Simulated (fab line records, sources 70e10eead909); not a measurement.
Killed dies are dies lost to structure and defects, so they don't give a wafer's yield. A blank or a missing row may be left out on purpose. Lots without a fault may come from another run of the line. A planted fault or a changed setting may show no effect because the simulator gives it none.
Chamber matching | flow nand_harc | NHARC_A_STAIRCASE_DEP_151 on pecvd-02: 3 sister chambers
The step deposits SiO2, target thk 7200 nm. 6 wafers are shown with their chamber, then 10 later ones without.

WAFERS WITH THEIR CHAMBER
wafer  | chamber | heater_power_w (W)
L084.2 | 1       | 817
L088.1 | 0       | 861
L088.2 | 2       | 592
L088.3 | 1       | 830
L090.2 | 0       | 754
L090.5 | 2       | 541

WAFERS WITHOUT THEIR CHAMBER
wafer  | heater_power_w (W)
L090.6 | 662
L091.1 | 847
L091.3 | 652
L091.5 | 707
L095.1 | 894
L095.4 | 511
L095.5 | 661
L096.2 | 791
L096.3 | 915
L096.6 | 663

WHICH CHAMBER EACH WENT THROUGH
wafer  | from the rows above          | in truth
L090.6 | can't be placed: 2 or 0 or 1 | 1
L091.1 | can't be placed: 1 or 0      | 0
L091.3 | can't be placed: 2 or 0 or 1 | 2
L091.5 | can't be placed: 0 or 1 or 2 | 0
L095.1 | can't be placed: 1 or 0      | 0
L095.4 | 2                            | 2
L095.5 | can't be placed: 2 or 0 or 1 | 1
L096.2 | can't be placed: 0 or 1      | 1
L096.3 | can't be placed: 1 or 0      | 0
L096.6 | can't be placed: 2 or 0 or 1 | 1
Placed correctly: 1 of 10. Can't be placed from these rows: 9 (the true chamber is among the candidates in 9). Placed wrongly: 0.
How it was worked out, from the rows above alone: a wafer's distance from a chamber is the root of the sum, over the readings, of the square of ((its reading less the chamber's mean) divided by the reading's scatter). The wafer belongs to the nearest chamber; if the next one is less than 2 further off, it can't be placed. A chamber's mean is the mean of its shown wafers. The scatter: the root of (the sum of the squares of (reading less its chamber's mean) over the shown wafers, divided by (wafers less chambers)).
